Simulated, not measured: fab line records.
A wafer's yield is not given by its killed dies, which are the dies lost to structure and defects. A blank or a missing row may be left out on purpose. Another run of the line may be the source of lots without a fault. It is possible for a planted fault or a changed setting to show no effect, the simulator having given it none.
Chamber matching + flow nandHarc + pecvd-03 running NHARC_A_ONON_D1_DEP_33: 3 sister chambers
The step deposits SiO2, target thk 200 nm. 14 wafers are shown with their chamber, then 7 later ones without.

## EACH WAFER AND ITS CHAMBER
| wafer  | chamber | throttleValvePct (%) | heaterPowerW (W) |
|--------|---------|----------------------|------------------|
| L347.1 | 1       | 16.0                 | 582              |
| L347.4 | 1       | 15.8                 | 578              |
| L347.6 | 2       | 15.2                 | 478              |
| L348.2 | 1       | 15.7                 | 545              |
| L348.3 | 0       | 15.0                 | 659              |
| L348.6 | 2       | 15.0                 | 554              |
| L350.1 | 1       | 16.1                 | 539              |
| L350.4 | 2       | 15.0                 | 569              |
| L350.6 | 1       | 15.9                 | 554              |
| L352.1 | 0       | 15.1                 | 663              |
| L352.2 | 1       | 15.8                 | 433              |
| L352.6 | 0       | 15.0                 | 665              |
| L354.1 | 1       | 15.9                 | 479              |
| L354.3 | 0       | 15.2                 | 616              |

SIGNATURES (means of the wafers above)
| reading          | chamber 0 | chamber 1 | chamber 2 | scatter within a chamber |
|------------------|-----------|-----------|-----------|--------------------------|
| throttleValvePct | 15.075    | 15.886    | 15.067    | 0.122                    |
| heaterPowerW     | 650.75    | 530.00    | 533.67    | 47                       |
Rule: a wafer's distance from a chamber is the root of the sum, over the readings, of the square of ((its reading less the chamber's mean) divided by the reading's scatter). The wafer belongs to the nearest chamber; if the next one is less than 2 further off, it can't be placed. The scatter: take each reading less its chamber's mean, square it, sum over the shown wafers, divide by the number of wafers less the number of chambers, and take the root.

## WAFERS MISSING THEIR CHAMBER
| wafer  | throttleValvePct (%) | heaterPowerW (W) |
|--------|----------------------|------------------|
| L354.6 | 15.0                 | 599              |
| L355.2 | 15.5                 | 511              |
| L355.3 | 15.4                 | 558              |
| L355.6 | 15.2                 | 554              |
| L361.3 | 15.8                 | 575              |
| L361.5 | 15.6                 | 432              |
| L361.6 | 15.7                 | 600              |

## WHICH CHAMBER EACH WENT THROUGH
| wafer  | from the rows above          | in truth                   |
|--------|------------------------------|----------------------------|
| L354.6 | can't be placed: 0 or 2      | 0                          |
| L355.2 | can't be placed: 1 or 2 or 0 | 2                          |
| L355.3 | can't be placed: 2 or 0 or 1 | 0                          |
| L355.6 | can't be placed: 2 or 0      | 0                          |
| L361.3 | 1                            | 1                          |
| L361.5 | can't be placed: 1 or 2      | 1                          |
| L361.6 | 1                            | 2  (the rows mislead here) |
Placed correctly: 1 of 7. These rows do not allow placing 5 (true chamber among the candidates in 5). Placed wrongly: 1.
